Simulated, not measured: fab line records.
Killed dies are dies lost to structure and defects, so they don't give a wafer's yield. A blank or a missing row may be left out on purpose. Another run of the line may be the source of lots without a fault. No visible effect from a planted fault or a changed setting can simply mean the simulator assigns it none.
Which tool is to blame? / flow nand harc / Sampling: 14 lots, 39 wafers, 5 of 1302 route steps

WHAT EACH GAUGE READ, for each wafer
NHARC_END_SORT_01. Usual: for defect limited yield, 91.0 % with a standard deviation of 2.5; for killed at array, 56 with a standard deviation of 17; for killed at other, 0.9 with a standard deviation of 1.2; for killed at periphery, 3.9 with a standard deviation of 2.5; for killed dies, 61 with a standard deviation of 17; for killed open, 3.2 with a standard deviation of 1.8; for killed short, 2.7 with a standard deviation of 1.7.
lot=L935; measured=day 24 20:31; on=prober-01; defect limited yield (%)=95.6 92.5 94.5; killed at array=28 46 35; killed at other=2 2 0; killed at periphery=0 3 2; killed dies=30 51 37; killed open=3 4 1; killed short=1 3 2; flag=
lot=L934; measured=day 25 09:36; on=prober-02; defect limited yield (%)=90.1 90.0 89.5; killed at array=60 66 64; killed at other=2 1 3; killed at periphery=5 1 4; killed dies=67 68 71; killed open=3 2 2; killed short=7 0 3; flag=
lot=L937; measured=day 25 18:27; on=prober-01; defect limited yield (%)=90.0 86.9 88.0; killed at array=62 79 71; killed at other=2 5 4; killed at periphery=4 5 6; killed dies=68 89 81; killed open=2 5 3; killed short=2 1 2; flag=
lot=L938; measured=day 25 18:31; on=prober-02; defect limited yield (%)=88.9 89.1 89.1; killed at array=71 65 65; killed at other=0 0 1; killed at periphery=4 9 8; killed dies=75 74 74; killed open=5 3 8; killed short=7 6 3; flag=
lot=L948; measured=day 31 22:25; on=prober-01; defect limited yield (%)=91.1 86.6; killed at array=57 86; killed at other=1 0; killed at periphery=2 5; killed dies=60 91; killed open=4 7; killed short=1 3; flag=
lot=L954; measured=day 32 16:44; on=prober-01; defect limited yield (%)=91.6 92.2 90.8; killed at array=52 41 57; killed at other=1 1 0; killed at periphery=4 11 5; killed dies=57 53 62; killed open=1 4 2; killed short=0 2 1; flag=
lot=L957; measured=day 35 01:07; on=prober-01; defect limited yield (%)=92.8 87.3 93.5; killed at array=43 80 38; killed at other=0 1 1; killed at periphery=6 5 5; killed dies=49 86 44; killed open=0 2 4; killed short=3 6 1; flag=

WHAT TOOL EACH LOT RAN ON (gives the tool, then ch and the chambers of the sampled wafers, and finally the start)
lot=L935; NHARC_A_BONDPAD_DEP_00=pecvd-01 ch 0,1,2, day 23 13:08; NHARC_A_BONDPAD_CMP_29=cmp-03 ch 2,3, day 23 13:35; NHARC_A_BONDPAD_SOFTBAKE_04=litho track-02 ch 0, day 23 13:00; NHARC_A_BONDPAD_DESCUM_11=rie diel-12 ch 0,1,2, day 23 14:27
lot=L934; NHARC_A_BONDPAD_DEP_00=pecvd-01 ch 0,2, day 23 17:34; NHARC_A_BONDPAD_CMP_29=cmp-03 ch 0,1,3, day 23 17:58; NHARC_A_BONDPAD_SOFTBAKE_04=litho track-02 ch 0, day 23 18:00; NHARC_A_BONDPAD_DESCUM_11=rie diel-12 ch 0,3, day 23 18:50
lot=L937; NHARC_A_BONDPAD_DEP_00=pecvd-03 ch 1,2, day 24 08:24; NHARC_A_BONDPAD_CMP_29=cmp-04 ch 2,3, day 24 08:45; NHARC_A_BONDPAD_SOFTBAKE_04=litho track-05 ch 0, day 24 09:00; NHARC_A_BONDPAD_DESCUM_11=rie diel-12 ch 1,2, day 24 09:49
lot=L938; NHARC_A_BONDPAD_DEP_00=pecvd-01 ch 1,2, day 24 09:13; NHARC_A_BONDPAD_CMP_29=cmp-04 ch 0,1,3, day 24 09:36; NHARC_A_BONDPAD_SOFTBAKE_04=litho track-03 ch 0, day 24 09:00; NHARC_A_BONDPAD_DESCUM_11=rie diel-12 ch 0,3, day 24 10:37
lot=L939; NHARC_A_BONDPAD_DEP_00=pecvd-03 ch 1,2, day 25 07:05 or earlier; NHARC_A_BONDPAD_CMP_29=cmp-01 ch 0,3, day 25 07:05; NHARC_A_BONDPAD_SOFTBAKE_04=litho track-05 ch 0, day 25 07:00; NHARC_A_BONDPAD_DESCUM_11=rie diel-03 ch 0,1,2, day 25 07:59
lot=L950; NHARC_A_BONDPAD_DEP_00=pecvd-02 ch 0,1, day 29 03:09; NHARC_A_BONDPAD_CMP_29=cmp-04 ch 0,2,3, day 29 03:32; NHARC_A_BONDPAD_SOFTBAKE_04=litho track-05 ch 0, day 29 03:00; NHARC_A_BONDPAD_DESCUM_11=rie diel-12 ch 1,2,3, day 29 04:23
lot=L947; NHARC_A_BONDPAD_DEP_00=pecvd-03 ch 2, day 29 05:21; NHARC_A_BONDPAD_CMP_29=cmp-03 ch 1, day 29 05:42; NHARC_A_BONDPAD_SOFTBAKE_04=litho track-03 ch 0, day 29 05:00; NHARC_A_BONDPAD_DESCUM_11=rie diel-12 ch 1, day 29 06:40
lot=L948; NHARC_A_BONDPAD_DEP_00=pecvd-02 ch 0,2, day 29 22:35 or earlier; NHARC_A_BONDPAD_CMP_29=cmp-01 ch 0,3, day 29 22:35; NHARC_A_BONDPAD_SOFTBAKE_04=litho track-03 ch 0, day 29 22:00; NHARC_A_BONDPAD_DESCUM_11=rie diel-12 ch 0,1, day 29 23:33
lot=L949; NHARC_A_BONDPAD_DEP_00=pecvd-02 ch 0,1,2, day 30 01:25; NHARC_A_BONDPAD_CMP_29=cmp-04 ch 0,2, day 30 01:50; NHARC_A_BONDPAD_SOFTBAKE_04=litho track-05 ch 0, day 30 02:00; NHARC_A_BONDPAD_DESCUM_11=rie diel-03 ch 0,1,2, day 30 02:52
lot=L951; NHARC_A_BONDPAD_DEP_00=pecvd-03 ch 0,1,2, day 30 07:13; NHARC_A_BONDPAD_CMP_29=cmp-01 ch 0,1,3, day 30 07:38; NHARC_A_BONDPAD_SOFTBAKE_04=litho track-05 ch 0, day 30 07:00; NHARC_A_BONDPAD_DESCUM_11=rie diel-11 ch 0,1,3, day 30 08:31
lot=L954; NHARC_A_BONDPAD_DEP_00=pecvd-01 ch 0,1,2, day 31 01:13; NHARC_A_BONDPAD_CMP_29=cmp-03 ch 0,1,2, day 31 01:37; NHARC_A_BONDPAD_SOFTBAKE_04=litho track-02 ch 0, day 31 02:00; NHARC_A_BONDPAD_DESCUM_11=rie diel-03 ch 0,1,3, day 31 02:31
lot=L953; NHARC_A_BONDPAD_DEP_00=pecvd-01 ch 1,2, day 31 01:48; NHARC_A_BONDPAD_CMP_29=cmp-03 ch 2,3, day 31 02:13; NHARC_A_BONDPAD_SOFTBAKE_04=litho track-02 ch 0, day 31 02:00; NHARC_A_BONDPAD_DESCUM_11=rie diel-03 ch 0,1,2, day 31 03:07
lot=L956; NHARC_A_BONDPAD_DEP_00=pecvd-01 ch 1,2, day 32 21:34; NHARC_A_BONDPAD_CMP_29=cmp-04 ch 1,3, day 32 21:55; NHARC_A_BONDPAD_SOFTBAKE_04=litho track-03 ch 0, day 32 22:00; NHARC_A_BONDPAD_DESCUM_11=rie diel-11 ch 1,2, day 32 22:48
lot=L957; NHARC_A_BONDPAD_DEP_00=pecvd-03 ch 0,1,2, day 33 17:02 or earlier; NHARC_A_BONDPAD_CMP_29=cmp-01 ch 1,2,3, day 33 17:02; NHARC_A_BONDPAD_SOFTBAKE_04=litho track-02 ch 0, day 33 17:00; NHARC_A_BONDPAD_DESCUM_11=rie diel-03 ch 1,2,3, day 33 18:04
- NHARC_A_BONDPAD_DEP_00: deposits SiCN, target thk 250 nm.
- NHARC_A_BONDPAD_CMP_29: polishes SiCN, target thk 200 nm.
- NHARC_A_BONDPAD_SOFTBAKE_04: time 70 s.
- NHARC_A_BONDPAD_DESCUM_11: chemistry O2, time 3 s.

WHAT THE TOOLS THEMSELVES READ (means of the sampled wafers that have a number; where no wafer has one, the mark that the record gives instead)
NHARC_A_BONDPAD_DEP_00. Usual: heater power w 622 W, standard deviation 65; showerhead vpp V 1296 V, standard deviation 59.
lot=L935; tool=pecvd-01; heater power w (W)=617; showerhead vpp V (V)=1276; flag=
lot=L934; tool=pecvd-01; heater power w (W)=616; showerhead vpp V (V)=1280; flag=
lot=L937; tool=pecvd-03; heater power w (W)=632; showerhead vpp V (V)=1323; flag=
lot=L938; tool=pecvd-01; heater power w (W)=610; showerhead vpp V (V)=1289; flag=
lot=L939; tool=pecvd-03; heater power w (W)=645; showerhead vpp V (V)=1321; flag=
lot=L950; tool=pecvd-02; heater power w (W)=575; showerhead vpp V (V)=1414; flag=
lot=L947; tool=pecvd-03; heater power w (W)=640; showerhead vpp V (V)=1314; flag=
lot=L948; tool=pecvd-02; heater power w (W)=590; showerhead vpp V (V)=1324; flag=
lot=L949; tool=pecvd-02; heater power w (W)=608; showerhead vpp V (V)=1347; flag=
lot=L951; tool=pecvd-03; heater power w (W)=641; showerhead vpp V (V)=1293; flag=
lot=L954; tool=pecvd-01; heater power w (W)=625; showerhead vpp V (V)=1265; flag=
lot=L953; tool=pecvd-01; heater power w (W)=662; showerhead vpp V (V)=1296; flag=
lot=L956; tool=pecvd-01; heater power w (W)=637; showerhead vpp V (V)=1297; flag=
lot=L957; tool=pecvd-03; heater power w (W)=659; showerhead vpp V (V)=1300; flag=

NHARC_A_BONDPAD_CMP_29. Usual: 12.0 A for motor current A, sd 1.
lot=L935; tool=cmp-03; motor current A (A)=12.0; flag=
lot=L934; tool=cmp-03; motor current A (A)=12.8; flag=
lot=L937; tool=cmp-04; motor current A (A)=12.1; flag=
lot=L938; tool=cmp-04; motor current A (A)=12.3; flag=
lot=L939; tool=cmp-01; motor current A (A)=11.8; flag=
lot=L950; tool=cmp-04; motor current A (A)=12.3; flag=
lot=L947; tool=cmp-03; motor current A (A)=12.0; flag=
lot=L948; tool=cmp-01; motor current A (A)=11.5; flag=
lot=L949; tool=cmp-04; motor current A (A)=12.7; flag=
lot=L951; tool=cmp-01; motor current A (A)=10.9; flag=
lot=L954; tool=cmp-03; motor current A (A)=12.1; flag=
lot=L953; tool=cmp-03; motor current A (A)=12.1; flag=
lot=L956; tool=cmp-04; motor current A (A)=11.5; flag=
lot=L957; tool=cmp-01; motor current A (A)=10.9; flag=

NHARC_A_BONDPAD_SOFTBAKE_04. Usual: exhaust pa 44.9 Pa, standard deviation 0.99; heater power total W 200.7 W, standard deviation 1.3; resist line temp C 23.02 C, standard deviation 0.11.
lot=L935; tool=litho track-02; exhaust pa (Pa)=44.7; heater power total W (W)=201.6; resist line temp C (C)=23.00; flag=
lot=L934; tool=litho track-02; exhaust pa (Pa)=45.4; heater power total W (W)=200.5; resist line temp C (C)=22.91; flag=
lot=L937; tool=litho track-05; exhaust pa (Pa)=46.0; heater power total W (W)=201.9; resist line temp C (C)=22.96; flag=
lot=L938; tool=litho track-03; exhaust pa (Pa)=44.6; heater power total W (W)=200.2; resist line temp C (C)=22.83; flag=
lot=L939; tool=litho track-05; exhaust pa (Pa)=44.1; heater power total W (W)=202.5; resist line temp C (C)=23.20; flag=
lot=L950; tool=litho track-05; exhaust pa (Pa)=46.2; heater power total W (W)=199.0; resist line temp C (C)=23.13; flag=
lot=L947; tool=litho track-03; exhaust pa (Pa)=43.6; heater power total W (W)=206.0; resist line temp C (C)=23.12; flag=OFF
lot=L948; tool=litho track-03; exhaust pa (Pa)=44.6; heater power total W (W)=207.8; resist line temp C (C)=23.11; flag=OFF
lot=L949; tool=litho track-05; exhaust pa (Pa)=44.2; heater power total W (W)=202.2; resist line temp C (C)=23.05; flag=
lot=L951; tool=litho track-05; exhaust pa (Pa)=44.9; heater power total W (W)=200.2; resist line temp C (C)=22.96; flag=
lot=L954; tool=litho track-02; exhaust pa (Pa)=45.6; heater power total W (W)=200.5; resist line temp C (C)=23.09; flag=
lot=L953; tool=litho track-02; exhaust pa (Pa)=45.5; heater power total W (W)=200.7; resist line temp C (C)=23.07; flag=
lot=L956; tool=litho track-03; exhaust pa (Pa)=45.9; heater power total W (W)=201.1; resist line temp C (C)=22.95; flag=
lot=L957; tool=litho track-02; exhaust pa (Pa)=44.5; heater power total W (W)=199.5; resist line temp C (C)=23.12; flag=

NHARC_A_BONDPAD_DESCUM_11. Usual: drypump motor current A 5.7 A, standard deviation 0.31; oes product au 1.005 a.u., standard deviation 0.015; rf vpp V 57.8 V, standard deviation 0.92; showerhead plenum p Torr 1.90 Torr, standard deviation 0.084; throttle valve pct 11.311 %, standard deviation 0.0092.
lot=L935; tool=rie diel-12; drypump motor current A (A)=5.7; oes product au (a.u.)=1.002; rf vpp V (V)=58.0; showerhead plenum p Torr (Torr)=1.86; throttle valve pct (%)=11.313; flag=
lot=L934; tool=rie diel-12; drypump motor current A (A)=5.8; oes product au (a.u.)=1.003; rf vpp V (V)=58.3; showerhead plenum p Torr (Torr)=1.90; throttle valve pct (%)=11.310; flag=
lot=L937; tool=rie diel-12; drypump motor current A (A)=5.6; oes product au (a.u.)=1.009; rf vpp V (V)=58.1; showerhead plenum p Torr (Torr)=1.83; throttle valve pct (%)=11.307; flag=
lot=L938; tool=rie diel-12; drypump motor current A (A)=5.7; oes product au (a.u.)=1.000; rf vpp V (V)=58.1; showerhead plenum p Torr (Torr)=1.93; throttle valve pct (%)=11.312; flag=
lot=L939; tool=rie diel-03; drypump motor current A (A)=5.9; oes product au (a.u.)=1.014; rf vpp V (V)=57.8; showerhead plenum p Torr (Torr)=1.94; throttle valve pct (%)=11.304; flag=
lot=L950; tool=rie diel-12; drypump motor current A (A)=5.7; oes product au (a.u.)=1.006; rf vpp V (V)=58.1; showerhead plenum p Torr (Torr)=1.84; throttle valve pct (%)=11.306; flag=
lot=L947; tool=rie diel-12; drypump motor current A (A)=5.6; oes product au (a.u.)=1.028; rf vpp V (V)=56.3; showerhead plenum p Torr (Torr)=1.79; throttle valve pct (%)=11.294; flag=
lot=L948; tool=rie diel-12; drypump motor current A (A)=5.8; oes product au (a.u.)=1.015; rf vpp V (V)=56.9; showerhead plenum p Torr (Torr)=1.87; throttle valve pct (%)=11.293; flag=
lot=L949; tool=rie diel-03; drypump motor current A (A)=5.8; oes product au (a.u.)=1.009; rf vpp V (V)=56.5; showerhead plenum p Torr (Torr)=1.94; throttle valve pct (%)=11.312; flag=
lot=L951; tool=rie diel-11; drypump motor current A (A)=5.7; oes product au (a.u.)=0.986; rf vpp V (V)=57.7; showerhead plenum p Torr (Torr)=1.96; throttle valve pct (%)=11.304; flag=
lot=L954; tool=rie diel-03; drypump motor current A (A)=5.4; oes product au (a.u.)=1.008; rf vpp V (V)=58.8; showerhead plenum p Torr (Torr)=1.96; throttle valve pct (%)=11.314; flag=
lot=L953; tool=rie diel-03; drypump motor current A (A)=5.9; oes product au (a.u.)=1.012; rf vpp V (V)=57.6; showerhead plenum p Torr (Torr)=1.94; throttle valve pct (%)=11.306; flag=
lot=L956; tool=rie diel-11; drypump motor current A (A)=5.7; oes product au (a.u.)=0.993; rf vpp V (V)=58.2; showerhead plenum p Torr (Torr)=2.02; throttle valve pct (%)=11.315; flag=
lot=L957; tool=rie diel-03; drypump motor current A (A)=5.7; oes product au (a.u.)=1.009; rf vpp V (V)=58.1; showerhead plenum p Torr (Torr)=1.91; throttle valve pct (%)=11.317; flag=

THE ANSWER, worked out from the rows above alone
Rule: a lot counts as off when the mean over its wafers that have a number is more than 3 standard deviations away from the usual mean. Also off: a lot with no number at a reading for which 4 or more lots have one. Where the step has rows for the other lots, those lots are counted as sound. After the gauges, taken in route order, come the tools' own readings; for these a lot's mean is taken, as printed above. At the first step where some lot is off, the reading lying furthest off is the one used; lots without a number count as furthest.
Off: L947, L948 (NHARC_A_BONDPAD_SOFTBAKE_04, heater power total W).
A tool fits if, at that step or a process step before it, it ran every lot that is off, and no sound lot after the first of them. With no start given for some of its lots, NHARC_A_BONDPAD_DEP_00 uses the hours and lot order of NHARC_A_BONDPAD_CMP_29. Not one of the candidates tried fits.

WHAT THE SIMULATOR HAD INSERTED
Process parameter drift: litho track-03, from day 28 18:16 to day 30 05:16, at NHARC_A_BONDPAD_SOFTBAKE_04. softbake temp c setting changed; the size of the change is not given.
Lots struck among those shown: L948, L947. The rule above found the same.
